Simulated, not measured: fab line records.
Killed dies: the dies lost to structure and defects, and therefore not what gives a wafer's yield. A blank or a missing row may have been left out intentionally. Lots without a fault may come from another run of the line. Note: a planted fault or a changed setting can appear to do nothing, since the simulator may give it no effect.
Chamber matching / flow n5Finfet / rieDiel-02 running N5_SD_EPI_P_ETCHBACK_46: 4 sister chambers
The step etches SiNx in CH3F/O2, stops on SiO2, target depth 17.5 nm. 18 wafers are shown with their chamber, then 9 later ones without.

## WAFERS WITH THEIR CHAMBER
wafer=L075.3; chamber=0; showerheadPlenumPTorr (Torr)=1.94; rfVppV (V)=289; throttleValvePct (%)=16.13
wafer=L075.5; chamber=3; showerheadPlenumPTorr (Torr)=1.90; rfVppV (V)=293; throttleValvePct (%)=16.40
wafer=L075.6; chamber=0; showerheadPlenumPTorr (Torr)=1.94; rfVppV (V)=288; throttleValvePct (%)=16.12
wafer=L077.1; chamber=1; showerheadPlenumPTorr (Torr)=2.12; rfVppV (V)=303; throttleValvePct (%)=16.04
wafer=L077.4; chamber=3; showerheadPlenumPTorr (Torr)=1.90; rfVppV (V)=293; throttleValvePct (%)=16.41
wafer=L077.5; chamber=3; showerheadPlenumPTorr (Torr)=1.90; rfVppV (V)=293; throttleValvePct (%)=16.39
wafer=L080.1; chamber=1; showerheadPlenumPTorr (Torr)=2.12; rfVppV (V)=302; throttleValvePct (%)=16.03
wafer=L080.3; chamber=0; showerheadPlenumPTorr (Torr)=1.94; rfVppV (V)=287; throttleValvePct (%)=16.15
wafer=L080.6; chamber=2; showerheadPlenumPTorr (Torr)=2.01; rfVppV (V)=287; throttleValvePct (%)=16.35
wafer=L087.1; chamber=0; showerheadPlenumPTorr (Torr)=1.94; rfVppV (V)=291; throttleValvePct (%)=16.15
wafer=L087.2; chamber=3; showerheadPlenumPTorr (Torr)=1.89; rfVppV (V)=293; throttleValvePct (%)=16.43
wafer=L087.4; chamber=1; showerheadPlenumPTorr (Torr)=2.12; rfVppV (V)=303; throttleValvePct (%)=16.05
wafer=L088.1; chamber=3; showerheadPlenumPTorr (Torr)=1.89; rfVppV (V)=291; throttleValvePct (%)=16.44
wafer=L088.2; chamber=2; showerheadPlenumPTorr (Torr)=2.00; rfVppV (V)=287; throttleValvePct (%)=16.38
wafer=L088.6; chamber=0; showerheadPlenumPTorr (Torr)=1.94; rfVppV (V)=288; throttleValvePct (%)=16.17
wafer=L091.1; chamber=2; showerheadPlenumPTorr (Torr)=2.00; rfVppV (V)=287; throttleValvePct (%)=16.40
wafer=L091.4; chamber=0; showerheadPlenumPTorr (Torr)=1.94; rfVppV (V)=288; throttleValvePct (%)=16.17
wafer=L091.5; chamber=3; showerheadPlenumPTorr (Torr)=1.89; rfVppV (V)=292; throttleValvePct (%)=16.43

SIGNATURES (means of the wafers above)
reading=showerheadPlenumPTorr; chamber 0=1.9400; chamber 1=2.1200; chamber 2=2.0033; chamber 3=1.8950; scatter within a chamber=0.00393
reading=rfVppV; chamber 0=288.50; chamber 1=302.67; chamber 2=287.00; chamber 3=292.50; scatter within a chamber=0.988
reading=throttleValvePct; chamber 0=16.1483; chamber 1=16.0400; chamber 2=16.3767; chamber 3=16.4167; scatter within a chamber=0.0198
Rule: a wafer's distance from a chamber is the root of the sum, over the readings, of the square of ((its reading less the chamber's mean) divided by the reading's scatter). The wafer belongs to the nearest chamber; if the next one is less than 2 further off, it can't be placed. The scatter: the root of (the sum of the squares of (reading less its chamber's mean) over the shown wafers, divided by (wafers less chambers)).

## WAFERS MISSING THEIR CHAMBER
wafer=L092.1; showerheadPlenumPTorr (Torr)=2.12; rfVppV (V)=304; throttleValvePct (%)=16.09
wafer=L092.3; showerheadPlenumPTorr (Torr)=1.94; rfVppV (V)=288; throttleValvePct (%)=16.18
wafer=L092.5; showerheadPlenumPTorr (Torr)=1.89; rfVppV (V)=294; throttleValvePct (%)=16.46
wafer=L093.3; showerheadPlenumPTorr (Torr)=1.89; rfVppV (V)=294; throttleValvePct (%)=16.46
wafer=L093.4; showerheadPlenumPTorr (Torr)=2.11; rfVppV (V)=302; throttleValvePct (%)=16.09
wafer=L093.6; showerheadPlenumPTorr (Torr)=1.89; rfVppV (V)=292; throttleValvePct (%)=16.45
wafer=L094.4; showerheadPlenumPTorr (Torr)=2.00; rfVppV (V)=289; throttleValvePct (%)=16.42
wafer=L094.5; showerheadPlenumPTorr (Torr)=2.11; rfVppV (V)=302; throttleValvePct (%)=16.10
wafer=L094.6; showerheadPlenumPTorr (Torr)=1.94; rfVppV (V)=288; throttleValvePct (%)=16.18

## THE CHAMBER EACH PASSED THROUGH
wafer=L092.1; from the rows above=1; in truth=1
wafer=L092.3; from the rows above=0; in truth=0
wafer=L092.5; from the rows above=3; in truth=3
wafer=L093.3; from the rows above=3; in truth=3
wafer=L093.4; from the rows above=1; in truth=1
wafer=L093.6; from the rows above=3; in truth=3
wafer=L094.4; from the rows above=2; in truth=2
wafer=L094.5; from the rows above=1; in truth=1
wafer=L094.6; from the rows above=0; in truth=0
Correct placement for 9 of the 9. Not placeable from these rows: 0. Wrongly placed: 0.
